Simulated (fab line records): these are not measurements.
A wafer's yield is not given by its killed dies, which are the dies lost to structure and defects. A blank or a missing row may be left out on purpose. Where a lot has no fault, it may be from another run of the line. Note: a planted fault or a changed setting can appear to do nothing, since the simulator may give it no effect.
fab line records -- flow n5_finfet
record lots=7, wafers=39
route steps=1938 shown PMOS_HMC_CHANNEL_EPI@64 SD_EPI_P@321 GATE_CUT@490 MOL_CONTACT_COAG@608
start_h: start of the lot's first displayed wafer, in hours after the record's first day -- wait_h: how many hours have passed since the lot's step before this one -- " unchanged from the row above -- L1.1+2: one row covering several wafers at once -- - no value, or no start was given -- * or withheld: withheld -- < > ~ a bound
route shown NAME@n: names a module that has steps shown in the file, with the first one's number in the route -- usual: the fault-free wafers' mean and standard deviation -- same: alike in all rows -- chamber/n: place in a boat -- sites: each site's reading -- _std_site: the standard deviation of these -- _edge_site: inner sites' mean taken away from outer sites' mean -- radius_mm: how far each site lies from the wafer's centre -- mask NAME#n: copy n -- behind: the most recent tool/chamber to have shaped the wafer -- hold: what put the lot on hold/how long, in hours/how the hold closed -- device: whichever transistor did not switch (one of n, p or np) -- end of line: at the end of the route, the tests of the same wafers -- where a step has no rows: the recipe by itself -- killed: dies that structure and defects cost at the first sort, which is not the same as the wafer's yield -- map: shows each die of a wafer: x if killed, . if not, _ if none is there
set.NAME: the run value of the setting; set.NAME@STEP: its run value at that earlier step -- model.NAME: the simulator's own value behind a step, which no gauge read
lots with deliberately changed settings; one table per step, one row per wafer
## steps
# step N5_PMOS_HMC_CHANNEL_EPI_DEVELOP_08
# recipe develop_time_s=30, developer=TMAH, resist=CAR-ArF-block, dev_temp_c=23, rinse_liquid=diw, dry=air_spin
lot.wafer,tool,chamber,start_h,wait_h,set.develop_time_s
L074.2+4+6,litho_track-02,0,-,-,30
L077.1+4+6,litho_track-02,0,-,-,19.62
L077.2+3+5,litho_track-02,0,-,-,30
L081.1+2+5,litho_track-02,0,-,-,20.71
L081.3+4+6,litho_track-02,0,-,-,30
L085.1+3+6,litho_track-05,0,-,-,30
L085.2+4+5,litho_track-05,0,-,-,39.15
L089.1+2+3,litho_track-02,0,-,-,16.86
L089.4+5+6,litho_track-02,0,-,-,30
L093.1+5+6,litho_track-02,0,-,-,22.41
L093.2+3+4,litho_track-02,0,-,-,30
L096.1+2+6,litho_track-02,0,-,-,30
L096.3+4+5,litho_track-02,0,-,-,44.24
# step N5_PMOS_HMC_CHANNEL_EPI_CD_MEAS_09
# recipe target_cd_nm=237.4, landing_energy_ev=500, detector=se_inlens
# usual cd_nm=237.3/0.85
lot.wafer,tool,chamber,start_h,wait_h,set.develop_time_s@PMOS_HMC_CHANNEL_EPI_DEVELOP_08,cd_nm
L074.2,cd_sem-03,0,17.44,-,30,235.9
L074.4,cd_sem-03,0,17.44,-,30,238.0
L074.6,cd_sem-03,0,17.44,-,30,237.2
L077.1,cd_sem-03,0,35.27,-,19.62,234.7
L077.2,cd_sem-03,0,35.27,-,30,237.7
L077.3,cd_sem-03,0,35.27,-,30,236.8
L077.4,cd_sem-03,0,35.27,-,19.62,234.5
L077.5,cd_sem-03,0,35.27,-,30,238.0
L077.6,cd_sem-03,0,35.27,-,19.62,233.2
L081.1,cd_sem-03,0,61.72,-,20.71,234.7
L081.2,cd_sem-03,0,61.72,-,20.71,235.7
L081.3,cd_sem-03,0,61.72,-,30,237.6
L081.4,cd_sem-03,0,61.72,-,30,237.1
L081.5,cd_sem-03,0,61.72,-,20.71,234.4
L081.6,cd_sem-03,0,61.72,-,30,237.1
L085.1,cd_sem-02,0,83.36,-,30,237.1
L085.2,cd_sem-02,0,83.36,-,39.15,239.1
L085.3,cd_sem-02,0,83.36,-,30,236.7
L085.4,cd_sem-02,0,83.36,-,39.15,240.7
L085.5,cd_sem-02,0,83.36,-,39.15,238.6
L085.6,cd_sem-02,0,83.36,-,30,237.3
L089.1,cd_sem-01,0,110.16,-,16.86,232.1
L089.2,cd_sem-01,0,110.16,-,16.86,233.2
L089.3,cd_sem-01,0,110.16,-,16.86,233.1
L089.4,cd_sem-01,0,110.16,-,30,236.2
L089.5,cd_sem-01,0,110.16,-,30,236.4
L089.6,cd_sem-01,0,110.16,-,30,237.3
L093.1,cd_sem-02,0,131.42,-,22.41,235.1
L093.2,cd_sem-02,0,131.42,-,30,237.1
L093.3,cd_sem-02,0,131.42,-,30,237.5
L093.4,cd_sem-02,0,131.42,-,30,237.7
L093.5,cd_sem-02,0,131.42,-,22.41,234.3
L093.6,cd_sem-02,0,131.42,-,22.41,234.8
L096.1,cd_sem-01,0,150.06,-,30,237.8
L096.2,cd_sem-01,0,150.06,-,30,237.4
L096.3,cd_sem-01,0,150.06,-,44.24,240.7
L096.4,cd_sem-01,0,150.06,-,44.24,240.4
L096.5,cd_sem-01,0,150.06,-,44.24,240.3
L096.6,cd_sem-01,0,150.06,-,30,238.3
# step N5_PMOS_HMC_CHANNEL_EPI_DESCUM_14
# recipe chemistry=O2, time_s=7.9, source_power_w=50, bias_power_w=20, pressure_mtorr=20, rf_frequency_hz=2.712e+07, temp_c=40, resist=CAR-ArF-block, o2_flow_sccm=225
lot.wafer,tool,chamber,start_h,wait_h,set.develop_time_s@PMOS_HMC_CHANNEL_EPI_DEVELOP_08,model.PMOS_HMC_CHANNEL_EPI.cd_nm
L074.2,rie_diel-05,2,17.52,0.0,30,236.2
L074.4,rie_diel-05,0,17.52,0.0,30,237.9
L074.6,rie_diel-05,3,17.52,0.0,30,237
L077.1,rie_diel-05,3,35.46,0.1,19.62,234.9
L077.2,rie_diel-05,0,35.46,0.1,30,237.7
L077.3,rie_diel-05,1,35.46,0.1,30,236.7
L077.4,rie_diel-05,1,35.46,0.1,19.62,233.9
L077.5,rie_diel-05,0,35.46,0.1,30,238.2
L077.6,rie_diel-05,3,35.46,0.1,19.62,233.2
L081.1,rie_diel-04,2,61.81,0.0,20.71,235.1
L081.2,rie_diel-04,3,61.81,0.0,20.71,235.5
L081.3+6,rie_diel-04,0,61.81,0.0,30,237.3
L081.4,rie_diel-04,1,61.81,0.0,30,237.2
L081.5,rie_diel-04,1,61.81,0.0,20.71,234.4
L085.1,rie_diel-01,1,83.44,0.0,30,236.7
L085.2,rie_diel-01,2,83.44,0.0,39.15,239
L085.3,rie_diel-01,3,83.44,0.0,30,236.8
L085.4,rie_diel-01,1,83.44,0.0,39.15,240.7
L085.5,rie_diel-01,3,83.44,0.0,39.15,239.1
L085.6,rie_diel-01,2,83.44,0.0,30,237
L089.1,rie_diel-04,1,110.28,0.1,16.86,231.8
L089.2,rie_diel-04,0,110.28,0.1,16.86,233.3
L089.3,rie_diel-04,3,110.28,0.1,16.86,233
L089.4,rie_diel-04,2,110.28,0.1,30,236.2
L089.5,rie_diel-04,2,110.28,0.1,30,236.8
L089.6,rie_diel-04,3,110.28,0.1,30,237.3
L093.1,rie_diel-04,2,131.86,0.4,22.41,235.3
L093.2,rie_diel-04,0,131.86,0.4,30,237.8
L093.3,rie_diel-04,3,131.86,0.4,30,237.9
L093.4,rie_diel-04,1,131.86,0.4,30,238
L093.5,rie_diel-04,2,131.86,0.4,22.41,234.3
L093.6,rie_diel-04,3,131.86,0.4,22.41,234.7
L096.1,rie_diel-04,0,150.67,0.6,30,237.8
L096.2,rie_diel-04,1,150.67,0.6,30,237.5
L096.3+5,rie_diel-04,"3,0",150.67,0.6,44.24,240.4
L096.4,rie_diel-04,2,150.67,0.6,44.24,240.7
L096.6,rie_diel-04,1,150.67,0.6,30,238.2
# step N5_PMOS_HMC_CHANNEL_EPI_ETCH_32
# recipe chemistry=N2/H2, target=BARC, stop_on=SiO2, target_depth_a=858, over_etch_frac=0.3, time_s=50.3, ion_energy_ev=200, mask_material=CAR-ArF-block, pressure_mtorr=30, source_w=840, bias_w=150, n2_flow_sccm=200, h2_flow_sccm=200
# step N5_PMOS_HMC_CHANNEL_EPI_HM_OPEN_15
# recipe chemistry=CHF3/O2, target=SiO2, mask_material=CAR-ArF-block, target_depth_a=406, CHF3_flow_sccm=50, O2_flow_sccm=5, Ar_flow_sccm=200, time_s=20.3, pressure_mtorr=30, source_w=650, bias_w=170, ion_energy_ev=200
lot.wafer,tool,chamber,start_h,wait_h,set.develop_time_s@PMOS_HMC_CHANNEL_EPI_DEVELOP_08,model.PMOS_HMC_CHANNEL_EPI.cd_nm
L074.2,rie_diel-05,2,17.60,0.0,30,237.8
L074.4,rie_diel-05,0,17.60,0.0,30,240.6
L074.6,rie_diel-05,3,17.60,0.0,30,237.9
L077.1,rie_diel-05,3,35.53,0.0,19.62,236.1
L077.2,rie_diel-05,0,35.53,0.0,30,241
L077.3,rie_diel-05,1,35.53,0.0,30,238.8
L077.4,rie_diel-05,1,35.53,0.0,19.62,236.4
L077.5,rie_diel-05,0,35.53,0.0,30,240.6
L077.6,rie_diel-05,3,35.53,0.0,19.62,234.2
L081.1,rie_diel-04,2,61.88,0.0,20.71,237.8
L081.2,rie_diel-04,3,61.88,0.0,20.71,238.4
L081.3,rie_diel-04,0,61.88,0.0,30,239.7
L081.4+6,rie_diel-04,"1,0",61.88,0.0,30,239.6
L081.5,rie_diel-04,1,61.88,0.0,20.71,236.8
L085.1,rie_diel-01,1,83.52,0.0,30,240
L085.2,rie_diel-01,2,83.52,0.0,39.15,241.1
L085.3,rie_diel-01,3,83.52,0.0,30,239.5
L085.4,rie_diel-01,1,83.52,0.0,39.15,243.9
L085.5,rie_diel-01,3,83.52,0.0,39.15,241.8
L085.6,rie_diel-01,2,83.52,0.0,30,239.1
L089.1,rie_diel-04,1,110.36,0.0,16.86,233.6
L089.2,rie_diel-04,0,110.36,0.0,16.86,234.1
L089.3,rie_diel-04,3,110.36,0.0,16.86,234.7
L089.4,rie_diel-04,2,110.36,0.0,30,237.8
L089.5,rie_diel-04,2,110.36,0.0,30,238.9
L089.6,rie_diel-04,3,110.36,0.0,30,238.5
L093.1,rie_diel-04,2,131.94,0.0,22.41,237.8
L093.2,rie_diel-04,0,131.94,0.0,30,238.7
L093.3,rie_diel-04,3,131.94,0.0,30,239.7
L093.4,rie_diel-04,1,131.94,0.0,30,240.1
L093.5,rie_diel-04,2,131.94,0.0,22.41,237.3
L093.6,rie_diel-04,3,131.94,0.0,22.41,236.8
L096.1,rie_diel-04,0,150.74,0.0,30,239.2
L096.2,rie_diel-04,1,150.74,0.0,30,239.8
L096.3,rie_diel-04,3,150.74,0.0,44.24,241.8
L096.4,rie_diel-04,2,150.74,0.0,44.24,243.2
L096.5,rie_diel-04,0,150.74,0.0,44.24,242.2
L096.6,rie_diel-04,1,150.74,0.0,30,240.2
# step N5_SD_EPI_P_EPI_21
# recipe material=SiGe:B, dopant=B, temp_c=550, pressure_torr=20, ambient=H2, time_s=355
lot.wafer,tool,chamber,start_h,wait_h,set.time_s,model.SiGe-B_of_SD_EPI_P_EPI_21.thk_nm
L074.2,epi_rpcvd-04,0,58.00,0.5,355,59.6
L074.4,epi_rpcvd-04,0,58.00,0.5,355,60.4
L074.6,epi_rpcvd-04,0,58.00,0.5,355,60
L077.1,epi_rpcvd-04,0,75.78,0.1,533,80.6
L077.2,epi_rpcvd-04,0,75.78,0.1,355,60.4
L077.3,epi_rpcvd-04,0,75.78,0.1,533,80.4
L077.4,epi_rpcvd-04,0,75.78,0.1,355,61
L077.5,epi_rpcvd-04,0,75.78,0.1,533,81.4
L077.6,epi_rpcvd-04,0,75.78,0.1,355,59.8
L081.1+3+4,epi_rpcvd-04,0,102.76,0.2,355,60.6
L081.2,epi_rpcvd-04,0,102.76,0.2,355,61.4
L081.5,epi_rpcvd-04,0,104.68,2.0,355,60.8
L081.6,epi_rpcvd-04,0,104.68,2.0,355,61.2
L085.1,epi_rpcvd-02,0,123.69,0.1,474.4,75.2
L085.2,epi_rpcvd-02,0,123.69,0.1,474.4,74.8
L085.3,epi_rpcvd-02,0,123.69,0.1,355,62.6
L085.4+6,epi_rpcvd-02,0,123.69,0.1,355,62
L085.5,epi_rpcvd-02,0,123.69,0.1,474.4,76.6
L089.1,epi_rpcvd-02,0,152.27,0.2,355,61.4
L089.2,epi_rpcvd-02,0,152.27,0.2,355,60.6
L089.3+4+5,epi_rpcvd-02,0,152.27,0.2,241.6,45
L089.6,epi_rpcvd-02,0,154.67,2.4,355,61
L093.1+4,epi_rpcvd-04,0,170.61,0.1,533.8,82.2
L093.2,epi_rpcvd-04,0,170.61,0.1,533.8,82.6
L093.3,epi_rpcvd-04,0,170.61,0.1,355,61.2
L093.5+6,epi_rpcvd-04,0,170.61,0.1,355,61.8
L096.1+2,epi_rpcvd-03,0,205.08,0.1,156,29.2
L096.3,epi_rpcvd-03,0,205.08,0.1,355,61
L096.4,epi_rpcvd-03,0,205.08,0.1,156,29.4
L096.5,epi_rpcvd-03,0,205.08,0.1,355,61.4
L096.6,epi_rpcvd-03,0,205.08,0.1,355,62.2
# step N5_SD_EPI_P_EPI_MEAS_23
# recipe mode=xrd
# usual thk_nm=60.9/1.4
lot.wafer,tool,chamber,start_h,wait_h,set.time_s@SD_EPI_P_EPI_21,thk_nm
L074.2,film_metro-01,-,59.84,1.5,355,60.2
L074.4,film_metro-01,-,59.84,1.5,355,59.8
L074.6,film_metro-01,-,59.84,1.5,355,60.7
L077.1,film_metro-02,-,77.98,1.8,533,81.0
L077.2,film_metro-02,-,77.98,1.8,355,62.6
L077.3,film_metro-02,-,77.98,1.8,533,79.9
L077.4,film_metro-02,-,77.98,1.8,355,62.2
L077.5,film_metro-02,-,77.98,1.8,533,79.7
L077.6,film_metro-02,-,77.98,1.8,355,59.5
L081.1,film_metro-02,-,105.68,2.4,355,60.3
L081.2,film_metro-02,-,105.68,2.4,355,62.7
L081.3,film_metro-02,-,105.68,2.4,355,59.6
L081.4,film_metro-02,-,105.68,2.4,355,59.8
L081.5,film_metro-02,-,105.68,2.4,355,60.9
L081.6,film_metro-02,-,105.68,2.4,355,59.7
L085.1,film_metro-02,-,125.89,1.8,474.4,74.6
L085.2,film_metro-02,-,125.89,1.8,474.4,72.8
L085.3,film_metro-02,-,125.89,1.8,355,63.4
L085.4,film_metro-02,-,125.89,1.8,355,63.3
L085.5,film_metro-02,-,125.89,1.8,474.4,77.0
L085.6,film_metro-02,-,125.89,1.8,355,64.8
L089.1,film_metro-02,-,155.18,2.4,355,60.4
L089.2,film_metro-02,-,155.18,2.4,355,59.0
L089.3,film_metro-02,-,155.18,2.4,241.6,43.9
L089.4,film_metro-02,-,155.18,2.4,241.6,44.6
L089.5,film_metro-02,-,155.18,2.4,241.6,43.3
L089.6,film_metro-02,-,155.18,2.4,355,60.1
L093.1,film_metro-02,-,172.82,1.8,533.8,80.1
L093.2,film_metro-02,-,172.82,1.8,533.8,81.8
L093.3,film_metro-02,-,172.82,1.8,355,61.7
L093.4,film_metro-02,-,172.82,1.8,533.8,82.8
L093.5,film_metro-02,-,172.82,1.8,355,59.9
L093.6,film_metro-02,-,172.82,1.8,355,61.8
L096.1,film_metro-01,-,207.28,1.9,156,30.2
L096.2,film_metro-01,-,207.28,1.9,156,28.4
L096.3,film_metro-01,-,207.28,1.9,355,59.8
L096.4,film_metro-01,-,207.28,1.9,156,28.2
L096.5,film_metro-01,-,207.28,1.9,355,62.1
L096.6,film_metro-01,-,207.28,1.9,355,62.3
# step N5_SD_EPI_P_HM_STRIP_48
# recipe chemistry=H3PO4, temp_c=160, material=SiNx, target=SiNx, target_depth_a=30, overetch_fraction=0.3
# step N5_SD_EPI_P_SRD_49
# recipe dry=ipa_marangoni, time_s=30, temp_c=23, rinse_liquid=diw
# step N5_SD_EPI_P_PRECLEAN_24
# recipe chemistry=O3/DIW, time_s=45, temp_c=22, o3_ppm=10
lot.wafer,tool,chamber,start_h,wait_h,set.time_s@SD_EPI_P_EPI_21,model.SiGe-B_of_SD_EPI_P_EPI_21.thk_nm
L074.2,wet_bench-06,7,59.95,0.0,355,59.2
L074.4,wet_bench-06,6,59.95,0.0,355,60
L074.6,wet_bench-06,0,59.95,0.0,355,59.6
L077.1,wet_bench-06,7,78.09,0.0,533,80
L077.2,wet_bench-06,0,78.09,0.0,355,60
L077.3,wet_bench-06,5,78.09,0.0,533,79.8
L077.4,wet_bench-06,6,78.09,0.0,355,60.6
L077.5,wet_bench-06,1,78.09,0.0,533,80.8
L077.6,wet_bench-06,2,78.09,0.0,355,59.4
L081.1,wet_bench-02,1,105.79,0.0,355,60
L081.2,wet_bench-02,2,105.79,0.0,355,61
L081.3+4,wet_bench-02,"7,4",105.79,0.0,355,60.2
L081.5,wet_bench-02,0,105.79,0.0,355,60.4
L081.6,wet_bench-02,3,105.79,0.0,355,60.8
L085.1,wet_bench-06,4,126.00,0.0,474.4,74.8
L085.2,wet_bench-06,1,126.00,0.0,474.4,74.2
L085.3,wet_bench-06,6,126.00,0.0,355,62
L085.4+6,wet_bench-06,"5,3",126.00,0.0,355,61.6
L085.5,wet_bench-06,2,126.00,0.0,474.4,76
L089.1,wet_bench-02,3,155.29,0.0,355,61
L089.2,wet_bench-02,7,155.29,0.0,355,60.2
L089.3+4+5,wet_bench-02,"2,5,4",155.29,0.0,241.6,44.6
L089.6,wet_bench-02,6,155.29,0.0,355,60.6
L093.1+4,wet_bench-01,"2,3",172.92,0.0,533.8,81.6
L093.2,wet_bench-01,6,172.92,0.0,533.8,82
L093.3,wet_bench-01,5,172.92,0.0,355,60.8
L093.5,wet_bench-01,1,172.92,0.0,355,61.2
L093.6,wet_bench-01,4,172.92,0.0,355,61.4
L096.1+2,wet_bench-06,"3,2",207.39,0.0,156,29
L096.3,wet_bench-06,6,207.39,0.0,355,60.6
L096.4,wet_bench-06,4,207.39,0.0,156,29.2
L096.5,wet_bench-06,5,207.39,0.0,355,61
L096.6,wet_bench-06,1,207.39,0.0,355,61.6
# step N5_GATE_CUT_DESCUM_18
# recipe chemistry=O2, time_s=7, source_power_w=50, bias_power_w=20, pressure_mtorr=20, rf_frequency_hz=2.712e+07, temp_c=40, resist=CAR-EUV, o2_flow_sccm=225
lot.wafer,tool,chamber,start_h,wait_h,set.time_s,model.CAR-EUV_of_GATE_CUT_COAT_07.thk_nm
L074.2+4+6,rie_diel-04,"3,3,1",86.12,0.0,7,26.2
L077.1,rie_diel-01,2,103.53,0.0,3.761,27.8
L077.2+3,rie_diel-01,"3,1",103.53,0.0,3.761,27.6
L077.4+6,rie_diel-01,"3,1",103.53,0.0,7,26
L077.5,rie_diel-01,2,103.53,0.0,7,26.2
L081.1+3+5,rie_diel-04,"3,2,2",132.34,0.0,7,26.2
L081.2+4,rie_diel-04,"1,0",132.34,0.0,4.673,27.4
L081.6,rie_diel-04,1,132.34,0.0,4.673,27.2
L085.1+2+3+4+6,rie_diel-04,"0,2,3,1,1",151.27,0.2,7,26
L085.5,rie_diel-04,2,151.27,0.2,7,26.2
L089.1+2+3+4,rie_diel-04,"3,0,2,1",180.27,0.0,7,26.2
L089.5+6,rie_diel-04,"1,2",180.27,0.0,7,26
L093.1+2+3+4+6,rie_diel-04,"1,0,2,2,0",199.15,0.1,7,26
L093.5,rie_diel-04,1,199.15,0.1,7,26.2
L096.1+4+5,rie_diel-05,"3,0,2",233.06,0.0,7,26.2
L096.2+3,rie_diel-05,"2,1",233.06,0.0,8.215,25.4
L096.6,rie_diel-05,3,233.06,0.0,8.215,25.6
# step N5_GATE_CUT_ETCH_28
# recipe chemistry=N2/H2, target=underlayer, target_depth_a=130, mask_material=CAR-EUV, time_s=10.4, ion_energy_ev=200, pressure_mtorr=30, source_w=840, bias_w=150, n2_flow_sccm=200, h2_flow_sccm=200, ends=cleared
lot.wafer,tool,chamber,start_h,wait_h,set.time_s@GATE_CUT_DESCUM_18,model.CAR-EUV_of_GATE_CUT_COAT_07.thk_nm
L074.2+6,rie_diel-04,"3,1",86.15,0.0,7,14.8
L074.4,rie_diel-04,3,86.15,0.0,7,14.6
L077.1,rie_diel-01,2,103.56,0.0,3.761,16.4
L077.2+3,rie_diel-01,"3,1",103.56,0.0,3.761,16.2
L077.4+5+6,rie_diel-01,"3,2,1",103.56,0.0,7,14.6
L081.1+5,rie_diel-04,"3,2",132.37,0.0,7,14.8
L081.2+6,rie_diel-04,1,132.37,0.0,4.673,16
L081.3,rie_diel-04,2,132.37,0.0,7,14.6
L081.4,rie_diel-04,0,132.37,0.0,4.673,15.8
L085.1,rie_diel-04,0,151.31,0.0,7,14.4
L085.2+3+4+5,rie_diel-04,"2,3,1,2",151.31,0.0,7,14.6
L085.6,rie_diel-04,1,151.31,0.0,7,14.8
L089.1+3+4+5,rie_diel-04,"3,2,1,1",180.30,0.0,7,14.8
L089.2+6,rie_diel-04,"0,2",180.30,0.0,7,14.6
L093.1+5,rie_diel-04,1,199.18,0.0,7,14.8
L093.2+3+4,rie_diel-04,"0,2,2",199.18,0.0,7,14.6
L093.6,rie_diel-04,0,199.18,0.0,7,14.4
L096.1+4+5,rie_diel-05,"3,0,2",233.10,0.0,7,14.6
L096.2,rie_diel-05,2,233.10,0.0,8.215,13.8
L096.3+6,rie_diel-05,"1,3",233.10,0.0,8.215,14
# step N5_MOL_CONTACT_COAG_ALD_133
# recipe material=SiO2, target_thk_a=50, temp_c=100, ald_precursor_family=BDEAS, ald_co_reactant=O2-plasma, pulse_time_s=1, co_reactant_pulse_time_s=1, purge_time_s=2, co_reactant_purge_time_s=2, ald_cycles=35, pressure_torr=2
lot.wafer,tool,chamber,start_h,wait_h,set.ald_cycles,model.SiO2_of_MOL_CONTACT_COAG_ALD_133.thk_nm
L074.2+4+6,ald_sin-02,"1,3,2",101.60,0.1,35,5
L077.1+2+3+4+5+6,ald_sin-01,"0,1,2,3,2,3",120.74,0.1,35,5
L081.1+2+4,ald_sin-01,"2,3,1",147.59,0.1,35,5
L081.3+5+6,ald_sin-01,"0,1,0",147.59,0.1,53,7.6
L085.1+5+6,ald_sin-01,"1,2,1",166.66,0.1,35,5
L085.2+3+4,ald_sin-01,"0,2,3",166.66,0.1,22,3.2
L089.1+4+6,ald_sin-02,"0,3,3",197.53,0.1,35,5
L089.2+3+5,ald_sin-02,"2,1,0",197.53,0.1,49,7
L093.1+4+6,ald_sin-02,"1,2,1",215.27,0.1,35,5
L093.2+3,ald_sin-02,"0,3",215.27,0.1,51,7.2
L093.5,ald_sin-02,2,215.27,0.1,51,7.4
L096.1+2+5,ald_sin-01,"2,1,0",250.69,0.1,55,7.8
L096.3+4+6,ald_sin-01,"3,0,1",250.69,0.1,35,5
## key
split step=N5_PMOS_HMC_CHANNEL_EPI_DEVELOP_08, setting=develop_time_s, stated=30, by=wafer
response step=N5_PMOS_HMC_CHANNEL_EPI_CD_MEAS_09, reading=cd_nm, change=+0.0792, per=1%, r=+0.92
response step=N5_PMOS_HMC_CHANNEL_EPI_DESCUM_14, reading=model.PMOS_HMC_CHANNEL_EPI.cd_nm, change=+0.0837, per=1%, r=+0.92
response step=N5_PMOS_HMC_CHANNEL_EPI_HM_OPEN_15, reading=model.PMOS_HMC_CHANNEL_EPI.cd_nm, change=+0.0847, per=1%, r=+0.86
split step=N5_SD_EPI_P_EPI_21, setting=time_s, stated=355, by=wafer
response step=N5_SD_EPI_P_EPI_21, reading=model.SiGe-B_of_SD_EPI_P_EPI_21.thk_nm, change=+0.467, per=1%, r=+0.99
response step=N5_SD_EPI_P_EPI_MEAS_23, reading=thk_nm, change=*, per=1%, r=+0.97
response step=N5_SD_EPI_P_PRECLEAN_24, reading=model.SiGe-B_of_SD_EPI_P_EPI_21.thk_nm, change=+0.464, per=1%, r=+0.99
split step=N5_GATE_CUT_DESCUM_18, setting=time_s, stated=7, by=wafer
response step=N5_GATE_CUT_DESCUM_18, reading=model.CAR-EUV_of_GATE_CUT_COAT_07.thk_nm, change=-0.0351, per=1%, r=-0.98
response step=N5_GATE_CUT_ETCH_28, reading=model.CAR-EUV_of_GATE_CUT_COAT_07.thk_nm, change=-0.0362, per=1%, r=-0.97
split step=N5_MOL_CONTACT_COAG_ALD_133, setting=ald_cycles, stated=35, by=wafer
response step=N5_MOL_CONTACT_COAG_ALD_133, reading=model.SiO2_of_MOL_CONTACT_COAG_ALD_133.thk_nm, change=+0.0496, per=1%, r=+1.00
